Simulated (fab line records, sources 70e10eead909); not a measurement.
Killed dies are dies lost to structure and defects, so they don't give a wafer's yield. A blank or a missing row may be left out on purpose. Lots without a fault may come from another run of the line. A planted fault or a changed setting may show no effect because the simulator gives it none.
Chamber matching | flow nand_harc | NHARC_A_WL_FILL_CMP_12 on cmp-03: 4 sister chambers
The step polishes, t overpolish 30 s, target thk 100 nm. 4 wafers are shown with their chamber, then 7 later ones without.

WAFERS WITH THEIR CHAMBER
wafer  | chamber | motor_current_A (A)
L794.5 | 2       | 11.0
L800.2 | 1       | 11.4
L800.5 | 0       | 12.1
L803.5 | 3       | 12.0

WAFERS WITHOUT THEIR CHAMBER
wafer  | motor_current_A (A)
L803.6 | 12.2
L808.2 | 11.1
L808.3 | 11.9
L808.4 | 11.8
L814.1 | 11.2
L814.2 | 12.4
L814.5 | 11.2

WHICH CHAMBER EACH WENT THROUGH
wafer  | from the rows above          | in truth
L803.6 | can't be placed: 0 or 3      | 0
L808.2 | can't be placed: 2 or 1      | 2
L808.3 | can't be placed: 3 or 0      | 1
L808.4 | can't be placed: 3 or 0 or 1 | 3
L814.1 | can't be placed: 2 or 1      | 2
L814.2 | can't be placed: 0 or 3      | 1
L814.5 | can't be placed: 2 or 1      | 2
Placed correctly: 0 of 7. Can't be placed from these rows: 7 (the true chamber is among the candidates in 5). Placed wrongly: 0.
How it was worked out, from the rows above alone: a wafer's distance from a chamber is the root of the sum, over the readings, of the square of ((its reading less the chamber's mean) divided by the reading's scatter). The wafer belongs to the nearest chamber; if the next one is less than 2 further off, it can't be placed. A chamber's mean is the mean of its shown wafers. The scatter: with one shown wafer a chamber, the root of the mean of the squares of how far each hidden wafer lies from its nearest shown one.
